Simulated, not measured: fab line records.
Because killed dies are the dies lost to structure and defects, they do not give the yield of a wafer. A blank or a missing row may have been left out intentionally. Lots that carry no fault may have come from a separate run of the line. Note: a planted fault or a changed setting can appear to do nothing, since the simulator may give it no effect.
Matching of chambers || flow nand_harc || ald_hk-01 running NHARC_A_STAIRCASE_ALD_420: 4 sister chambers
The step deposits SiO2, target thk 20 nm, pulse time 6 s, ald cycles 200. 8 wafers are shown with their chamber, then 7 later ones without.

WAFERS, EACH WITH ITS CHAMBER
{"wafer": "L494.3", "chamber": 3, "heater_power_w (W)": 465, "precursor_pulse_height_rel": 1.012}
{"wafer": "L494.4", "chamber": 1, "heater_power_w (W)": 442, "precursor_pulse_height_rel": 1.000}
{"wafer": "L494.5", "chamber": 2, "heater_power_w (W)": 560, "precursor_pulse_height_rel": 1.007}
{"wafer": "L500.1", "chamber": 1, "heater_power_w (W)": 430, "precursor_pulse_height_rel": 1.028}
{"wafer": "L500.5", "chamber": 0, "heater_power_w (W)": 434, "precursor_pulse_height_rel": 0.997}
{"wafer": "L499.1", "chamber": 0, "heater_power_w (W)": 433, "precursor_pulse_height_rel": 1.030}
{"wafer": "L499.3", "chamber": 3, "heater_power_w (W)": 443, "precursor_pulse_height_rel": 0.972}
{"wafer": "L499.6", "chamber": 2, "heater_power_w (W)": 554, "precursor_pulse_height_rel": 1.020}

WAFERS WHOSE CHAMBER IS MISSING
{"wafer": "L502.2", "heater_power_w (W)": 420, "precursor_pulse_height_rel": 1.021}
{"wafer": "L506.1", "heater_power_w (W)": 541, "precursor_pulse_height_rel": 0.999}
{"wafer": "L506.5", "heater_power_w (W)": 453, "precursor_pulse_height_rel": 1.024}
{"wafer": "L506.6", "heater_power_w (W)": 553, "precursor_pulse_height_rel": 1.009}
{"wafer": "L512.1", "heater_power_w (W)": 533, "precursor_pulse_height_rel": 0.999}
{"wafer": "L512.2", "heater_power_w (W)": 435, "precursor_pulse_height_rel": 1.004}
{"wafer": "L512.5", "heater_power_w (W)": 544, "precursor_pulse_height_rel": 0.996}

THE CHAMBER EACH PASSED THROUGH
{"wafer": "L502.2", "from the rows above": "can't be placed: 0 or 1", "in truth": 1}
{"wafer": "L506.1", "from the rows above": 2, "in truth": 2}
{"wafer": "L506.5", "from the rows above": "can't be placed: 3 or 1 or 0", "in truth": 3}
{"wafer": "L506.6", "from the rows above": 2, "in truth": 2}
{"wafer": "L512.1", "from the rows above": 2, "in truth": 2}
{"wafer": "L512.2", "from the rows above": "can't be placed: 0 or 1 or 3", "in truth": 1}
{"wafer": "L512.5", "from the rows above": 2, "in truth": 2}
4 of 7 placed correctly. Not placeable from these rows: 3 (in 3, the candidates include the true chamber). 0 placed wrongly.
How it was worked out, from the rows above alone: a wafer's distance from a chamber is the root of the sum, over the readings, of the square of ((its reading less the chamber's mean) divided by the reading's scatter). If the next closest chamber is less than 2 further off than the closest, the wafer can't be placed; otherwise it belongs to the closest. Each chamber's mean is taken over the wafers shown for it. The scatter: take each reading less its chamber's mean, square it, sum over the shown wafers, divide by the number of wafers less the number of chambers, and take the root.
